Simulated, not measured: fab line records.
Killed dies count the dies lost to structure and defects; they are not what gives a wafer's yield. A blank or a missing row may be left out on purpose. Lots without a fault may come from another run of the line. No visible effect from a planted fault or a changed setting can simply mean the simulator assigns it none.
fab line records ; flow nand-harc
record: lots: 7; wafers: 18; last-day: 24
route steps=1159 shown A_WL_FILL@820 END@1159
lots untouched by any fault: they come from a run of this same line in which no faults occurred
start-h: hours from the record's first day to the start of the lot's first wafer shown ; wait-h: hours since the lot's step before ; " as in the row above ; L1.1+2: several wafers, shown together as one row ; - no value present, or no start provided ; * or withheld: withheld ; < > ~ a bound
route shown NAME@n: NAME is a module with steps in the file, n the number in the route of the first one ; usual: the fault-free wafers' mean and standard deviation ; same: alike in all rows ; chamber/n: place in a boat ; sites: per-site readings ; _std_site: the values' standard deviation ; _edge_site: inner sites' mean taken away from outer sites' mean ; radius-mm: how far each site lies from the wafer's centre ; mask NAME#n: copy n ; behind: the most recent tool/chamber to have shaped the wafer ; hold: why the lot was held/for how many hours/how that ended ; device: names the non-switching transistor (n, p or np) ; end of line: tests run on the same wafers once the route is complete ; step lacking rows: just its recipe ; killed: the dies lost at the first sort to structure and to defects; this is not the yield of the wafer ; map: a wafer's dies, marking killed ones x, the rest . and places with no die _
set.NAME: the run value of the setting; set.NAME@STEP: its run value at that earlier step ; model.NAME: the simulator's own value behind a step, which no gauge read
certain route steps with their lots: each step a table, each wafer a row
services: a tool's chamber out of use, with start hour (start-h, from the record's first day; less than 0 if before it), hours out, and reason
== steps ==
step: NHARC_A_WL_FILL_ANNEAL_08
recipe: temp-c: 450; time-s: 1800
step: NHARC_A_WL_FILL_ALD_10
recipe: target-thk-a: 500; pulse-time-s: 10; ald-cycles: 500; temp-c: 300; material: SiO2
step: NHARC_A_WL_FILL_ETCHBACK_16
recipe: target-depth-a: 880; time-s: 17.6; c4f8-flow-sccm: withheld; o2-flow-sccm: 8; ar-flow-sccm: withheld; rf-w: 600; bias-w: 800; chemistry: C4F8/O2/Ar
usual: oes-product-au: 0.98/0.033; rf-vpp-V: 722/3.9
lot.wafer;tool;chamber;start-h;wait-h;oes-product-au;rf-hours-counter-h;rf-vpp-V
L291.3;rie-diel-03;1;-;-;1.01;6.0;715
L291.2;rie-diel-03;0;-;-;1.00;6.2;724
L291.5;rie-diel-03;1;-;-;1.01;-;715
L297.2;rie-diel-10;3;-;-;0.99;3.4;718
L297.3;rie-diel-10;1;-;-;1.00;2.8;726
L297.4;rie-diel-10;2;-;-;1.00;2.7;727
L300.3;rie-diel-10;1;-;-;1.01;4.1;725
L300.2;rie-diel-10;2;-;-;1.00;3.9;726
L301.4;rie-diel-03;2;-;-;0.97;1.1;727
L301.5;rie-diel-03;3;-;-;0.96;-;721
L301.6;rie-diel-03;0;-;-;0.97;-;725
L306.2;rie-diel-12;3;-;-;0.93;1.1;723
L306.4;rie-diel-12;1;-;-;0.93;0.9;718
L308.4;rie-diel-12;3;-;-;0.99;1.5;724
L308.3;rie-diel-12;0;-;-;1.00;1.5;726
L309.2;rie-diel-12;3;-;-;1.00;2.4;723
L309.1;rie-diel-12;0;-;-;1.00;2.4;725
L309.5;rie-diel-12;2;-;-;1.00;-;717
step: NHARC_A_WL_FILL_STRIP_29
recipe: time-s: 20; o2-flow-sccm: 500; ar-flow-sccm: 0; bias-w: 0; chemistry: O2
usual: drypump-motor-current-A: 5.8/0.4; oes-product-au: 1.002/0.0077; rf-vpp-V: 57.6/0.94; showerhead-plenum-p-Torr: 3.48/0.13; throttle-valve-pct: 17.036/0.0084
lot.wafer;tool;chamber;start-h;wait-h;drypump-motor-current-A;oes-product-au;rf-hours-counter-h;rf-vpp-V;showerhead-plenum-p-Torr;throttle-valve-pct
L291.2;rie-diel-03;1;369.19;0.1;5.7;1.023;6.1;58.3;3.31;17.038
L291.3;rie-diel-03;2;369.19;0.1;6.1;0.999;6.2;58.5;3.62;17.055
L291.5;rie-diel-03;0;369.19;0.1;5.4;1.004;-;58.1;3.58;17.047
L297.3;rie-diel-10;0;400.70;0.1;5.9;1.000;3.5;57.4;3.36;17.043
L297.4;rie-diel-10;2;400.70;0.1;4.7;0.997;2.7;57.3;3.64;17.047
L297.2;rie-diel-10;3;400.70;0.1;5.6;1.010;3.4;55.9;3.34;17.048
L300.3;rie-diel-10;3;426.65;0.1;5.6;1.008;4.7;59.1;3.34;17.045
L300.2;rie-diel-10;1;426.65;0.1;6.4;1.008;4.1;57.3;3.60;17.044
L301.4;rie-diel-03;1;427.51;0.1;5.7;1.007;1.1;56.4;3.31;17.031
L301.6;rie-diel-03;1;427.51;0.1;5.7;1.008;-;57.2;3.31;17.036
L301.5;rie-diel-03;2;427.51;0.1;6.1;1.004;-;58.3;3.62;17.037
L306.4;rie-diel-12;1;439.95;0.1;5.5;0.989;0.9;55.6;3.38;17.046
L306.2;rie-diel-12;2;439.95;0.1;5.7;0.999;1.0;57.6;3.32;17.034
L308.4;rie-diel-12;2;456.20;0.1;5.7;0.995;1.2;58.8;3.32;17.025
L308.3;rie-diel-12;0;456.20;0.1;6.0;0.996;1.5;58.6;3.62;17.027
L309.1;rie-diel-12;3;485.10;0.1;6.0;1.004;2.4;58.5;3.55;17.036
L309.2;rie-diel-12;1;485.10;0.1;5.5;1.003;2.2;58.7;3.38;17.058
L309.5;rie-diel-12;0;485.10;0.1;6.0;0.995;-;57.7;3.62;17.040
step: NHARC_A_WL_FILL_ETCHBACK_17
recipe: target-depth-a: 40; time-s: 26.7; chemistry: Cl2/BCl3
usual: drypump-motor-current-A: 5.6/0.54; oes-product-au: 1.000/0.0071
lot.wafer;tool;chamber;start-h;wait-h;drypump-motor-current-A;oes-product-au;rf-hours-counter-h
L291.2;rie-metal-01;1;369.30;-;5.9;1.008;1.0
L291.3;rie-metal-01;1;369.30;-;5.9;0.998;-
L291.5;rie-metal-01;0;369.30;-;5.8;1.004;-
L297.2;rie-metal-03;1;400.79;-;5.1;0.999;4.6
L297.4;rie-metal-03;1;400.79;-;5.1;1.001;-
L297.3;rie-metal-03;0;400.79;-;6.5;0.995;-
L300.2;rie-metal-03;0;426.76;-;6.5;0.999;3.4
L300.3;rie-metal-03;1;426.76;-;5.2;0.996;-
L301.4;rie-metal-02;0;427.66;-;5.5;0.999;-
L301.6;rie-metal-02;1;427.66;-;4.9;1.001;-
L301.5;rie-metal-02;0;427.66;-;5.5;1.002;-
L306.2;rie-metal-01;0;440.05;-;5.8;1.001;3.0
L306.4;rie-metal-01;1;440.05;-;5.9;1.002;-
L308.4;rie-metal-02;0;456.33;-;5.5;0.995;-
L308.3;rie-metal-02;1;456.33;-;4.9;0.998;-
L309.2;rie-metal-01;0;485.18;-;5.8;0.994;4.4
L309.1;rie-metal-01;1;485.18;-;5.9;1.008;4.4
L309.5;rie-metal-01;1;485.18;-;5.9;1.007;-
step: NHARC_A_WL_FILL_PRECLEAN_18
recipe: time-s: 30; chemistry: dHF
step: NHARC_A_WL_FILL_SRD_21
step: NHARC_A_WL_FILL_CVD_23
recipe: target-thk-a: 400; temp-c: 620; pressure-mtorr: 200; time-s: 800; material: poly-Si
step: NHARC_A_WL_FILL_ETCHBACK_26
recipe: target-depth-a: 520; time-s: 13.3; hbr-flow-sccm: 150; rf-w: 350; icp-w: 350; bias-w: 60; chemistry: HBr
usual: drypump-motor-current-A: 5.7/0.45; oes-product-au: 1.005/0.0082; throttle-valve-pct: 23.266/0.0089
lot.wafer;tool;chamber;start-h;wait-h;drypump-motor-current-A;oes-product-au;rf-hours-counter-h;throttle-valve-pct
L291.2;rie-si-04;0;374.34;0.4;5.7;1.014;0.7;23.262
L291.3;rie-si-04;2;374.34;0.4;6.5;1.000;0.6;23.260
L291.5;rie-si-04;0;374.34;0.4;5.7;1.009;-;23.263
L297.4;rie-si-05;2;406.22;0.4;5.3;0.996;1.3;23.264
L297.2;rie-si-05;3;406.22;0.4;5.4;1.000;1.3;23.257
L297.3;rie-si-05;1;406.22;0.4;5.7;1.015;1.2;23.278
L300.2;rie-si-04;0;432.04;0.4;5.7;1.009;1.1;23.269
L300.3;rie-si-04;2;432.04;0.4;6.5;0.998;1.0;23.267
L301.4;rie-si-03;0;432.08;0.4;5.6;1.000;0.8;23.259
L301.6;rie-si-03;1;432.08;0.4;5.9;1.006;-;23.256
L301.5;rie-si-03;2;432.08;0.4;5.2;1.001;-;23.264
L306.4;rie-si-04;1;445.08;0.4;4.9;1.003;1.2;23.269
L306.2;rie-si-04;3;445.08;0.4;5.9;1.002;1.1;23.278
L308.4;rie-si-03;0;461.49;0.4;5.6;0.989;1.1;23.260
L308.3;rie-si-03;2;461.49;0.4;5.2;0.990;0.9;23.263
L309.1;rie-si-04;1;490.25;0.4;4.9;1.004;0.2;23.273
L309.2;rie-si-04;3;490.25;0.4;5.9;1.005;0.1;23.258
L309.5;rie-si-04;0;490.25;0.4;5.7;1.004;-;23.256
step: NHARC_A_WL_FILL_PRECLEAN_30
recipe: time-s: 10; chemistry: dHF
step: NHARC_A_WL_FILL_SRD_14
step: NHARC_A_WL_FILL_ALD_19
recipe: target-thk-a: 20; pulse-time-s: 3; ald-cycles: 100; temp-c: 450; material: TiN
usual: ald-cycles: 100/0; heater-power-outer-w: 711/64; heater-power-w: 1102/78; precursor-pulse-height-rel: 1.000/0.019
lot.wafer;tool;chamber;start-h;wait-h;ald-cycles;heater-power-outer-w;heater-power-w;precursor-pulse-height-rel
L291.3;ald-metal-01;0;374.60;0.1;100;647;1083;0.992
L291.2;ald-metal-01;3;374.60;0.1;100;731;1095;1.010
L291.5;ald-metal-01;1;374.60;0.1;100;674;1125;0.971
L297.4;ald-metal-02;3;406.51;0.1;100;776;1166;0.966
L297.2;ald-metal-02;0;406.51;0.1;100;813;1168;0.994
L297.3;ald-metal-02;1;406.51;0.1;100;730;1158;1.019
L300.3;ald-metal-02;3;432.35;0.1;114;765;1147;1.035
L300.2;ald-metal-02;1;432.35;0.1;100;768;1218;1.021
L301.4;ald-metal-01;3;432.37;0.2;100;720;1035;1.017
L301.5;ald-metal-01;0;432.37;0.2;100;661;1087;1.008
L301.6;ald-metal-01;1;432.37;0.2;100;669;1161;0.975
L306.2;ald-metal-02;0;445.37;0.1;100;822;1142;1.026
L306.4;ald-metal-02;1;445.37;0.1;114;739;1172;1.012
L308.3;ald-metal-02;1;461.74;0.1;114;722;1194;1.015
L308.4;ald-metal-02;0;461.74;0.1;114;793;1120;1.003
L309.1;ald-metal-04;2;490.55;0.1;100;730;1178;0.990
L309.2;ald-metal-04;3;490.55;0.1;100;577;922;1.007
L309.5;ald-metal-04;0;490.55;0.1;100;745;1036;0.988
step: NHARC_A_WL_FILL_CVD_20
recipe: target-thk-a: 750; temp-c: 300; pressure-torr: 40; wf6-flow-sccm: 40; h2-flow-sccm: 1600; ar-flow-sccm: 1560; time-s: 5064; material: W
usual: heater-power-outer-w: 293/29; heater-power-w: 504/50; throttle-valve-pct: 7.88/0.22
lot.wafer;tool;chamber;start-h;wait-h;heater-power-outer-w;heater-power-w;throttle-valve-pct
L291.2;cvd-w-02;0;-;-;281;487;7.66
L291.3;cvd-w-02;0;-;-;288;495;7.56
L291.5;cvd-w-02;1;-;-;277;497;7.76
L297.2;cvd-w-02;1;-;-;273;489;7.90
L297.4;cvd-w-02;0;-;-;266;448;7.48
L297.3;cvd-w-02;1;-;-;272;485;7.88
L301.4;cvd-w-01;1;-;-;297;480;8.16
L301.5;cvd-w-01;0;-;-;344;602;8.14
L301.6;cvd-w-01;1;-;-;293;479;7.90
L300.2;cvd-w-02;1;-;-;277;498;8.17
L300.3;cvd-w-02;1;-;-;275;491;8.06
L306.2;cvd-w-01;0;-;-;349;592;8.07
L306.4;cvd-w-01;0;-;-;350;590;8.14
L308.3;cvd-w-01;1;-;-;291;477;7.90
L308.4;cvd-w-01;0;-;-;348;604;8.15
L309.2;cvd-w-02;1;-;-;278;490;8.03
L309.1;cvd-w-02;0;-;-;258;474;7.64
L309.5;cvd-w-02;0;-;-;266;459;7.60
step: NHARC_END_SORT_01
recipe: temp-c: 25
usual: killed-at-array: 26/8.6; killed-at-other: 0.7/0.97; killed-at-periphery: 3.2/2.2; killed-dies: 30/8.9; killed-open: 3.1/1.8; killed-short: 2.2/1.8
same: gross-dies: 677
lot.wafer;tool;chamber;start-h;wait-h;killed-at-array;killed-at-other;killed-at-periphery;killed-dies;killed-open;killed-short
L308.3;prober-01;0;549.85;3.1;26;1;0;27;1;2
L308.4;prober-01;0;550.64;3.4;25;0;2;27;1;3
L309.5;prober-02;0;583.69;3.7;12;1;4;17;2;4
killed by level:class
L308.3 A_CHANNEL_HOLE_D1:chamber-film-flake=20 A_SOURCE_PLATE:geometric-particle:short=1 A_ONON_D1:geometric-particle:open=1 A_CHANNEL_FILL_D1:geometric-particle:short=1 A_ZERO_WELL:chamber-film-flake=1 A_STAIRCASE:chamber-film-flake=1 A_SLIT:chamber-film-flake=1 THIN_TSV:chamber-film-flake=1
L308.4 A_CHANNEL_HOLE_D1:chamber-film-flake=16 A_CONTACT:chamber-film-flake=4 A_WL_FILL:geometric-particle:short=2 P_GATE:chamber-film-flake=2 A_SOURCE_PLATE:geometric-particle:short=1 A_M1:geometric-particle:open=1 A_SLIT:chamber-film-flake=1
L309.5 A_CHANNEL_HOLE_D1:chamber-film-flake=6 A_BLC:geometric-particle:short=2 P_GATE:geometric-particle:open=1 A_CHANNEL_FILL_D1:geometric-particle:open=1 A_CHANNEL_FILL_D1:geometric-particle:short=1 STARTING-WAFER:geometric-particle:short=1 P_STI:chamber-film-flake=1 P_GATE:chamber-film-flake=1
== services ==
tool;chamber;start-h;hours;kind
rie-diel-03;3;350.89;9.4;repair
rie-diel-10;-;353.50;9.0;pm
rie-diel-03;2;355.52;1.6;repair
ald-metal-02;-;364.00;10.0;pm
rie-diel-12;-;379.51;9.0;pm
cvd-w-02;-;381.28;13.0;pm
rie-metal-02;-;388.00;9.0;pm
rie-diel-03;-;392.33;9.0;pm
rie-si-03;0;394.60;2.7;repair
rie-diel-03;-;402.13;0.8;repair
rie-si-03;2;424.36;6.6;repair
rie-si-03;3;438.94;6.0;repair
rie-diel-03;2;449.20;11.8;repair
rie-diel-10;-;452.47;0.6;repair
rie-metal-03;-;453.00;9.0;pm
rie-si-04;-;453.00;9.0;pm
cvd-w-02;0;457.40;10.0;repair
ald-metal-01;-;458.00;10.0;pm
rie-diel-10;1;458.11;7.9;repair
rie-diel-10;-;460.29;3.4;repair
rie-metal-01;0;464.32;2.0;repair
rie-diel-12;-;470.29;0.4;repair
rie-diel-10;0;473.41;1.3;repair
cvd-w-01;-;475.69;13.0;pm
== key ==
first-sign: step: NHARC_A_WL_FILL_ALD_19; reading: ald-cycles; direction: up; sigmas: 99+; usual: 100; struck: 114
effect none on later readings
met-at NHARC_A_WL_FILL_ALD_19
struck-wafers L300.3,L306.4,L308.3,L308.4
tester-left-out L300,L306,L308
onset-between 406.51 432.35
fault: kind: process-parameter-drift; tool: ald-metal-02; chamber: -; onset-h: 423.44; steps: NHARC_A_WL_FILL_ALD_19; channel: ald-cycles; offset: 14; shape: step; end-h: 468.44; scope: struck-wafers-only; acts-in: these-recipes-only; stated: 100
tester-left-out: of these lots the tester's yield and bins aren't shown, on N5 and GAA mostly nor the transistor test; their killed dies are dies lost to structure and defects alone, not to doping, threshold or leakage, so they don't give the yield
